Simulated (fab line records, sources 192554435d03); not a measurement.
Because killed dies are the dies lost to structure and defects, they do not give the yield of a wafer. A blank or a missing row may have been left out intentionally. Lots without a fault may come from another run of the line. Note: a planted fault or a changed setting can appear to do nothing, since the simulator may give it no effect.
fab line records	flow n5_finfet
record: lots: 8	wafers: 23	last_day: 21
route steps=1938 shown FIN_SAQP@125 BEOL_M4@1111 PASSIVATION@1936
lots untouched by any fault: they come from a run of this same line in which no faults occurred
start_h: start of the lot's first displayed wafer, in hours after the record's first day	wait_h: hours since the lot's step before	" identical to the entry in the row above	L1.1+2: one row covering several wafers at once	- no value present, or no start provided	* or withheld: withheld	< > ~ a bound
route shown NAME@n: NAME is a module with steps in the file, n the number in the route of the first one	usual: mean/standard deviation of fault-free wafers	same: alike in all rows	chamber/n: place in a boat	sites: the reading at each site	_std_site: their standard deviation	_edge_site: inner sites' mean taken away from outer sites' mean	radius_mm: how far each site lies from the wafer's centre	mask NAME#n: copy n	behind: the last tool/chamber to shape the wafer	hold: cause of the lot's hold/its duration in hours/its outcome	device: transistor that didn't switch, given as n, p or np	end of line: the same wafers' tests at the end of the route	a step given without rows: its recipe and nothing more	killed: at the first sort, the dies lost to defects and structure; wafer yield is something else	map: dies across one wafer; x = killed, . = not, _ = none there
set.NAME: the setting the step ran with; set.NAME@STEP: the setting that earlier step ran with	model.NAME: the simulator's own value behind a step, which no gauge read
steps of the route over a sample of lots; a table a step, a row a wafer
services: the hour from which a tool's chamber was out of use, counted from the record's first day as start_h (under 0 if before that day), plus the number of hours and why
== steps ==
step: N5_FIN_SAQP_SPACER1_ALD_24
recipe: material: SiO2	target_thk_a: 203	temp_c: 300	ald_precursor_family: BDEAS	ald_co_reactant: O2-plasma	pulse_time_s: 1	purge_time_s: 2	co_reactant_purge_time_s: 2	ald_cycles: 218	pressure_torr: 2
usual: ald_cycles: 218/0	heater_power_w: 479/48	precursor_pulse_height_rel: 1.001/0.019
lot.wafer	tool	chamber	start_h	wait_h	ald_cycles	heater_power_w	precursor_pulse_height_rel
L234.2	ald_sin-03	2	29.14	0.3	218	454	0.985
L234.4	"	1	"	"	218	487	1.010
L240.3	ald_sin-02	3	66.81	0.1	218	474	0.976
L240.5	"	1	"	"	218	445	0.987
L240.6	"	2	"	"	218	428	0.989
L241.3	ald_sin-02	2	70.77	0.1	218	448	0.966
L241.4	"	3	"	"	218	473	1.004
L241.6	"	1	"	"	218	452	0.998
L243.1	ald_sin-03	3	83.49	0.3	218	534	1.002
L243.4	"	1	"	"	218	495	0.978
L243.5	"	0	"	"	218	539	1.004
L250.3	ald_sin-02	3	125.71	0.1	218	444	0.990
L250.4	"	1	"	"	244	411	0.977
L250.5	"	2	"	"	218	425	1.017
L252.2	ald_sin-04	1	137.53	0.7	218	531	0.986
L252.3	"	2	"	"	218	501	1.033
L252.6	"	1	"	"	218	549	1.040
L253.2	ald_sin-03	1	143.75	0.3	218	505	1.001
L253.3	"	2	"	"	218	456	1.010
L253.4	"	3	"	"	218	528	1.005
L254.1	ald_sin-03	2	149.49	0.3	218	459	0.990
L254.2	"	1	"	"	218	498	1.038
L254.6	"	3	"	"	218	528	0.955
step: N5_FIN_SAQP_MANDREL1_REMOVE_56
recipe: chemistry: HBr/Cl2/O2	bt_time_s: 10	target: a-Si	stop_on: SiNx	endpoint: OES-SiCl	over_etch_frac: 1	icp_w: 600	bias_w: 22	HBr_flow_sccm: 150	Cl2_flow_sccm: 80	O2_flow_sccm: 5	pressure_mtorr: 10
usual: HBr_flow_sccm: 150.0/0.48	drypump_motor_current_A: 5.8/0.5	mfc_cl2_sccm: 79.99/0.24	oes_product_au: 1.004/0.021	throttle_valve_pct: 36.7/0.32
lot.wafer	tool	chamber	start_h	wait_h	HBr_flow_sccm	drypump_motor_current_A	mfc_cl2_sccm	oes_product_au	rf_hours_counter_h	throttle_valve_pct
L234.2	rie_si-06	1	29.94	0.1	150.3	6.2	80.11	0.996	113	37.1
L234.4	"	0	"	"	149.6	4.8	79.89	1.032	7	36.8
L240.3	rie_si-01	1	67.66	0.1	150.5	5.4	79.66	0.991	4	37.0
L240.5	"	1	"	"	150.2	5.4	79.74	0.978	-	37.0
L240.6	"	0	"	"	150.9	6.2	80.06	1.006	-	37.8
L241.3	rie_si-01	3	71.57	0.1	150.6	5.5	80.05	0.995	110	36.1
L241.4	"	0	"	"	150.0	6.2	80.06	1.009	8	37.8
L241.6	"	2	"	"	150.6	5.3	79.65	0.996	-	36.7
L243.1	rie_si-03	1	84.30	0.1	150.4	5.9	80.65	1.018	1	36.7
L243.4	"	2	"	"	151.0	6.5	79.85	0.987	30	36.4
L243.5	"	2	"	"	150.7	6.5	80.11	0.998	-	36.4
L250.3	rie_si-03	3	126.52	0.1	150.3	5.4	80.12	0.967	110	36.2
L250.4	"	2	"	"	149.9	6.5	80.11	0.980	31	36.4
L250.5	"	0	"	"	150.3	5.9	79.88	1.007	-	36.8
L252.2	rie_si-01	1	138.33	0.1	150.7	5.4	79.98	0.987	5	37.0
L252.3	"	0	"	"	150.4	6.2	79.45	1.009	9	37.8
L252.6	"	2	"	"	149.5	5.3	80.25	1.005	-	36.7
L253.2	rie_si-06	0	144.55	0.1	149.4	4.8	79.94	1.055	10	36.8
L253.3	"	1	"	"	149.8	6.2	80.04	1.014	115	37.1
L253.4	"	2	"	"	150.0	5.8	80.09	0.993	193	36.7
L254.1	rie_si-06	0	150.34	0.1	150.2	4.8	80.54	1.046	10	36.8
L254.2	"	1	"	"	150.1	6.2	80.15	1.004	115	37.1
L254.6	"	2	"	"	149.4	5.8	80.28	0.992	-	36.7
step: N5_FIN_SAQP_CD_MEAS_27
recipe: target_cd_nm: 20	landing_energy_ev: 1000	detector: se_inlens	polarity: line
usual: cd_nm: 20.33/0.23
same: landing_energy_ev: 1000
lot.wafer	tool	chamber	start_h	wait_h	cd_nm
L234.2	cd_sem-01	0	30.05	0.1	20.40
L234.4	"	0	"	"	20.20
L240.3	cd_sem-01	0	67.78	0.1	20.43
L240.5	"	0	"	"	20.64
L240.6	"	0	"	"	20.19
L241.3	cd_sem-02	0	71.69	0.1	19.93
L241.4	"	0	"	"	20.24
L241.6	"	0	"	"	20.33
L243.1	cd_sem-01	0	84.41	0.1	20.21
L243.4	"	0	"	"	20.25
L243.5	"	0	"	"	20.21
L250.3	cd_sem-03	0	126.63	0.1	20.77
L250.4	"	0	"	"	22.86
L250.5	"	0	"	"	20.38
L252.2	cd_sem-03	0	138.45	0.1	20.51
L252.3	"	0	"	"	19.95
L252.6	"	0	"	"	20.51
L253.2	cd_sem-02	0	144.66	0.1	20.30
L253.3	"	0	"	"	20.08
L253.4	"	0	"	"	20.41
L254.1	cd_sem-03	0	150.45	0.1	20.41
L254.2	"	0	"	"	20.12
L254.6	"	0	"	"	19.85
step: N5_FIN_SAQP_MANDREL_ETCH_58
recipe: chemistry: HBr/Cl2	target: a-Si	target_depth_a: 450	bt_time_s: 10	stop_on: SiNx	mask_material: SiO2	over_etch_frac: 0.8	time_s: 27	pressure_mtorr: 10	icp_w: 800	bias_w: 75	HBr_flow_sccm: 150	Cl2_flow_sccm: 80	ends: end_point
usual: HBr_flow_sccm: 150.0/0.38	drypump_motor_current_A: 5.7/0.47	mfc_cl2_sccm: 80.03/0.24	oes_product_au: 0.695/0.013	throttle_valve_pct: 35.6/0.45
lot.wafer	tool	chamber	start_h	wait_h	HBr_flow_sccm	drypump_motor_current_A	mfc_cl2_sccm	oes_product_au	rf_hours_counter_h	throttle_valve_pct
L234.2	rie_si-01	1	30.24	0.0	149.9	5.4	80.00	0.682	3	35.9
L234.4	"	2	"	"	149.7	5.3	79.58	0.679	0	35.6
L240.3	rie_si-03	2	67.96	0.0	150.1	6.5	80.00	0.682	30	35.3
L240.5	"	1	"	"	149.9	5.9	80.03	0.714	-	35.6
L240.6	"	0	"	"	150.2	5.9	79.95	0.703	-	35.6
L241.3	rie_si-03	1	71.87	0.0	149.9	5.9	80.13	0.704	1	35.5
L241.4	"	3	"	"	149.2	5.4	79.98	0.688	109	35.1
L241.6	"	2	"	"	149.7	6.5	80.04	0.681	-	35.3
L243.1	rie_si-06	1	84.60	0.0	150.2	6.2	79.78	0.689	114	36.0
L243.4	"	2	"	"	150.1	5.8	79.99	0.691	192	35.6
L243.5	"	3	"	"	149.9	6.3	80.31	0.702	-	35.6
L250.3	rie_si-01	2	126.82	0.0	149.9	5.3	80.04	0.688	2	35.6
L250.4	"	3	"	"	149.7	5.5	80.00	0.672	111	35.0
L250.5	"	3	"	"	149.4	5.5	79.79	0.673	-	35.0
L252.2	rie_si-06	0	138.68	0.0	151.0	4.8	80.14	0.708	10	35.6
L252.3	"	3	"	"	150.3	6.3	79.82	0.709	190	35.5
L252.6	"	1	"	"	150.1	6.2	80.05	0.684	-	35.9
L253.2	rie_si-01	1	144.85	0.0	149.7	5.3	80.29	0.690	5	35.8
L253.3	"	2	"	"	150.3	5.3	79.90	0.685	2	35.6
L253.4	"	0	"	"	150.4	6.2	80.06	0.703	9	36.6
L254.1	rie_si-03	0	150.64	0.0	149.8	5.9	80.08	0.707	17	35.6
L254.2	"	1	"	"	149.6	5.9	80.14	0.706	2	35.5
L254.6	"	2	"	"	150.4	6.5	80.08	0.680	-	35.3
step: N5_FIN_SAQP_STRIP_70
recipe: chemistry: N2/H2	power_w: 500	temp_c: 40	pressure_mtorr: 50	rf_frequency_hz: 6e+07	overash_fraction: 0.3	bias_power_w: 28	h2_frac: 0.5	n2_flow_sccm: 300	h2_flow_sccm: 300
usual: drypump_motor_current_A: 5.72/0.21	n2_flow_sccm: 299.9/1	oes_product_au: 0.77/0.069	rf_vpp_V: 121.8/0.98	showerhead_plenum_p_Torr: 3.36/0.11	throttle_valve_pct: 19.0/0.35
same: overash_fraction: 0.3
lot.wafer	tool	chamber	start_h	wait_h	drypump_motor_current_A	n2_flow_sccm	oes_product_au	rf_hours_counter_h	rf_vpp_V	showerhead_plenum_p_Torr	throttle_valve_pct
L234.2	rie_diel-01	3	30.87	0.0	5.89	298.4	0.70	201	122.2	3.34	19.1
L234.4	"	1	"	"	5.57	299.7	0.94	19	123.3	3.56	19.1
L240.3	rie_diel-03	1	68.59	0.0	5.78	298.1	0.82	72	120.5	3.25	18.8
L240.5	"	1	"	"	5.77	298.3	0.81	-	120.3	3.25	18.8
L240.6	"	2	"	"	5.99	300.2	0.78	-	121.9	3.50	18.7
L241.3	rie_diel-03	1	72.57	0.0	5.80	300.9	0.83	74	120.1	3.25	18.8
L241.4	"	2	"	"	6.01	300.1	0.77	-	122.6	3.50	18.7
L241.6	"	3	"	"	5.68	298.8	0.82	-	121.7	3.22	18.4
L243.1	rie_diel-03	0	85.23	0.0	5.54	300.5	0.73	169	121.7	3.32	18.6
L243.4	"	0	"	"	5.54	299.2	0.73	-	121.1	3.32	18.6
L243.5	"	1	"	"	5.79	299.8	0.82	-	122.3	3.25	18.8
L250.3	rie_diel-04	0	127.44	0.0	5.87	300.4	0.69	250	121.7	3.29	19.0
L250.4	"	1	"	"	5.95	299.1	0.69	243	120.1	3.32	19.4
L250.5	"	1	"	"	5.93	299.0	0.70	-	120.9	3.32	19.4
L252.2	rie_diel-04	2	139.30	0.0	5.43	299.3	0.69	220	122.0	3.48	19.4
L252.3	"	3	"	"	5.26	301.3	0.76	149	120.6	3.50	19.4
L252.6	"	3	"	"	5.26	298.8	0.76	-	123.9	3.50	19.4
L253.2	rie_diel-04	3	145.48	0.0	5.25	300.6	0.76	152	122.7	3.50	19.4
L253.3	"	1	"	"	5.93	300.9	0.69	251	121.1	3.31	19.4
L253.4	"	1	"	"	5.92	301.7	0.69	-	121.8	3.31	19.4
L254.1	rie_diel-04	2	151.26	0.0	5.45	300.5	0.69	226	124.2	3.48	19.4
L254.2	"	3	"	"	5.27	298.8	0.76	155	121.4	3.50	19.4
L254.6	"	2	"	"	5.47	301.2	0.69	-	122.2	3.48	19.4
step: N5_BEOL_M4_RC_MEAS_101
usual: DIBL_N: 36.1/2.3	DIBL_P: 36/3.2	IOFF_N: 0.16/0.045	IOFF_P: 0.21/0.049	ION_N: 674/14	ION_P: 462/8.4	SS_N: 71.6/0.83	SS_P: 73.2/0.87	VT_N: 249/3.8	VT_P: -250/3.4
lot.wafer	tool	chamber	start_h	wait_h	DIBL_N[mV/V]	DIBL_P[mV/V]	IOFF_N[nA/um]	IOFF_P[nA/um]	ION_N[uA/um]	ION_P[uA/um]	SS_N[mV/dec]	SS_P[mV/dec]	VT_N[mV]	VT_P[mV]
L234.2	prober-01	0	271.85	0.2	33.3	35	0.12	0.19	655	460	70.6	73.0	254	-250
L234.4	"	0	"	"	34.5	36	0.13	0.23	664	464	70.5	72.7	249	-244
L241.3	prober-02	0	286.86	0.3	34.9	34	0.12	0.15	652	444	70.7	71.9	253	-255
L241.4	"	0	"	"	36.0	36	0.14	0.19	668	456	71.9	73.5	251	-255
L241.6	"	0	"	"	34.8	33	0.12	0.15	645	439	70.9	72.9	254	-257
L243.1	prober-01	0	303.85	0.0	33.8	34	0.16	0.22	667	462	71.5	73.0	248	-248
L243.4	"	0	"	"	34.2	34	0.14	0.21	662	460	71.5	72.4	250	-249
L243.5	"	0	"	"	34.2	34	0.15	0.21	684	474	71.1	73.1	248	-249
L240.3	prober-02	0	311.05	0.3	37.8	38	0.18	0.23	684	470	72.6	73.9	251	-250
L240.5	"	0	"	"	42.2	44	0.31	0.34	692	471	73.7	76.2	243	-247
L240.6	"	0	"	"	36.9	37	0.17	0.22	694	468	71.5	73.5	246	-250
L250.3	prober-01	0	355.20	0.3	34.4	36	0.14	0.16	672	458	71.9	72.9	251	-255
L250.4	"	0	"	"	35.0	37	0.14	0.19	678	466	72.0	73.1	254	-256
L250.5	"	0	"	"	35.4	37	0.15	0.19	676	465	72.3	73.5	251	-253
L253.2	prober-02	0	358.83	0.2	37.6	38	0.17	0.20	673	458	71.3	73.8	248	-252
L253.3	"	0	"	"	39.2	41	0.21	0.28	674	466	72.2	75.1	249	-249
L253.4	"	0	"	"	36.5	37	0.15	0.20	675	462	71.2	73.9	248	-254
L252.2	prober-01	0	388.49	0.2	35.1	37	0.15	0.23	659	460	71.3	73.8	250	-250
L252.3	"	0	"	"	36.6	38	0.19	0.23	682	457	72.4	73.2	248	-250
L252.6	"	0	"	"	35.3	37	0.15	0.21	665	454	71.9	73.4	252	-250
L254.1	prober-02	0	388.83	0.0	40.9	44	0.28	0.38	686	469	73.0	75.4	241	-241
L254.2	"	0	"	"	40.3	43	0.30	0.36	695	472	72.4	74.8	239	-240
L254.6	"	0	"	"	39.2	41	0.26	0.31	685	464	72.8	75.0	243	-243
step: N5_PASSIVATION_PROBE_49
usual: defect_limited_yield: 90.9/1.6	killed_at_M0_to_M3: 37/11	killed_at_M4_up: 15/5.6	killed_at_contacts: 13/6.4	killed_at_front_end: 39/11	killed_at_other: 4/3.1	killed_dies: 107/19	killed_open: 71/14	killed_short: 34/7.8	sort_bin_4_leakage: 0.01/0.053	sort_bin_5_function: 5.3/1	sort_bin_6_memory: 3.4/0.72	sort_bin_8_speed: 0.0/0.42	sort_n_pass: 1072/20	sort_yield_pct: 90.9/1.7
same: gross_dies: 1180	killed_at_back_side: 0
lot.wafer	tool	chamber	start_h	wait_h	defect_limited_yield[%]	killed_at_M0_to_M3	killed_at_M4_up	killed_at_contacts	killed_at_front_end	killed_at_other	killed_dies	killed_open	killed_short	sort_bin_4_leakage[%]	sort_bin_5_function[%]	sort_bin_6_memory[%]	sort_bin_8_speed[%]	sort_n_pass	sort_yield_pct[%]
L250.3	prober-01	-	473.93	0.1	91.9	26	18	11	34	6	95	62	31	0	5.0	3.0	0	1085	91.9
L250.4	prober-01	-	473.98	0.2	55.8	38	16	15	447	5	521	80	26	0	40.4	3.5	0	659	55.8
L250.5	prober-01	-	474.03	0.2	93.3	18	13	13	33	2	79	52	26	0	4.6	1.8	0	1101	93.3
killed by level:class
L250.3 FIN_SAQP:geometric_particle:open=8 STI_FIN_REVEAL:geometric_particle:open=7 GATE_CUT:geometric_particle:short=7 MOL_CONTACT_COAG:geometric_particle:open=7 BEOL_M3:geometric_particle:open=7 BEOL_M0_SAQP:geometric_particle:short=5 BEOL_M4:geometric_particle:open=5 BEOL_M2:geometric_particle:open=4
L250.4 FIN_SAQP:area_ald=413 BEOL_M3:geometric_particle:open=12 MOL_CONTACT_COAG:geometric_particle:open=11 FIN_SAQP:geometric_particle:open=10 BEOL_M4:geometric_particle:open=9 STI_FIN_REVEAL:geometric_particle:open=6 BEOL_M0_SAQP:geometric_particle:short=6 BEOL_M2:geometric_particle:open=6
L250.5 MOL_CONTACT_COAG:geometric_particle:open=11 FIN_SAQP:geometric_particle:short=9 FIN_SAQP:geometric_particle:open=7 BEOL_M3:geometric_particle:open=5 STI_FIN_REVEAL:geometric_particle:open=4 BEOL_M0_SAQP:geometric_particle:open=4 BEOL_M2:geometric_particle:open=4 BEOL_M5:geometric_particle:open=4
== services ==
tool	chamber	start_h	hours	kind
rie_diel-04	2	17.77	6.1	repair
rie_diel-01	-	34.96	2.1	repair
rie_diel-04	-	50.82	2.8	pm
rie_diel-01	0	54.23	13.5	repair
rie_si-03	-	55.34	0.1	repair
rie_diel-03	0	56.45	17.9	repair
ald_sin-02	0	59.77	3.7	repair
ald_sin-04	-	64.86	0.8	repair
rie_diel-03	3	73.73	36.7	repair
ald_sin-03	3	78.05	2.7	repair
ald_sin-02	-	81.95	0.8	pm
ald_sin-02	-	85.87	14.0	pm
rie_diel-04	3	94.76	1.6	repair
ald_sin-03	0	102.01	11.3	repair
rie_si-03	2	108.52	10.7	repair
rie_si-03	1	112.46	5.5	repair
rie_diel-01	-	114.20	2.8	pm
rie_diel-03	2	115.16	18.1	repair
ald_sin-04	3	122.15	16.0	repair
rie_diel-04	0	128.41	-	clean
rie_diel-04	0	128.41	-	consumable_replace:focus_ring
rie_diel-04	0	128.41	18.3	scheduled_down
rie_si-01	2	147.40	13.5	repair
rie_si-03	0	147.93	2.0	repair
== key ==
first_sign: step: N5_FIN_SAQP_SPACER1_ALD_24	reading: ald_cycles	direction: up	sigmas: 99+	usual: *	struck: *
effect: step: N5_FIN_SAQP_CD_MEAS_27	reading: cd_nm	direction: up	sigmas: 11	usual: 20.33	struck: 22.86
effect: step: N5_PASSIVATION_PROBE_49	reading: killed_at_front_end	direction: up	sigmas: 37	usual: 39	struck: 447
more_kills_born_at: N5_FIN_SAQP_SPACER1_ALD_24@ald_sin-02: 413
met_at N5_FIN_SAQP_SPACER1_ALD_24
struck_lots L250
struck_wafers L250.4
not_acting_at N5_FIN_SAQP_MANDREL1_REMOVE_56,N5_FIN_SAQP_MANDREL_ETCH_58,N5_FIN_SAQP_STRIP_70
onset_between 70.77 125.71
fault: kind: process_parameter_drift	tool: ald_sin-02	chamber: -	onset_h: 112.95	steps: N5_FIN_SAQP_SPACER1_ALD_24	channel: ald_cycles	offset: *	shape: step	end_h: 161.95	scope: struck_wafers_only	acts_in: *	stated: *
